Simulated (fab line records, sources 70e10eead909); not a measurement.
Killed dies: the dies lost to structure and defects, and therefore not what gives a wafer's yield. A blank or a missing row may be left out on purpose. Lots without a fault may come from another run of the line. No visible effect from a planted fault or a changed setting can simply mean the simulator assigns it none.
Chamber matching	flow nand-harc	4 sister chambers for NHARC_A_DECK1_JOINT_CMP_02 on cmp-02
The step polishes SiOx. 4 wafers are shown with their chamber, then 8 later ones without.

## WAFERS WITH THEIR CHAMBER
wafer	chamber	motor-current-A (A)
L083.1	0	12.5
L087.5	2	11.2
L087.6	1	13.5
L090.1	3	13.8

## WAFERS WITH NO CHAMBER GIVEN
wafer	motor-current-A (A)
L090.2	10.7
L090.6	10.3
L091.2	14.2
L091.3	13.4
L091.6	12.8
L095.1	10.3
L095.2	13.1
L095.5	13.1

## WHICH CHAMBER EACH ONE RAN IN
wafer	from the rows above	in truth
L090.2	2	2
L090.6	2	2
L091.2	can't be placed: 3 or 1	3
L091.3	can't be placed: 1 or 3 or 0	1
L091.6	can't be placed: 0 or 1 or 3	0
L095.1	2	2
L095.2	can't be placed: 1 or 0 or 3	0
L095.5	can't be placed: 1 or 0 or 3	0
Correctly placed: 3 of 8. Not placeable from these rows: 5 (in 5, the candidates include the true chamber). 0 placed wrongly.
How it was worked out, from the rows above alone: a wafer's distance from a chamber is the root of the sum, over the readings, of the square of ((its reading less the chamber's mean) divided by the reading's scatter). If the next closest chamber is less than 2 further off than the closest, the wafer can't be placed; otherwise it belongs to the closest. The mean given for a chamber averages the wafers shown for that chamber. The scatter: with one shown wafer a chamber, the root of the mean of the squares of how far each hidden wafer lies from its nearest shown one.
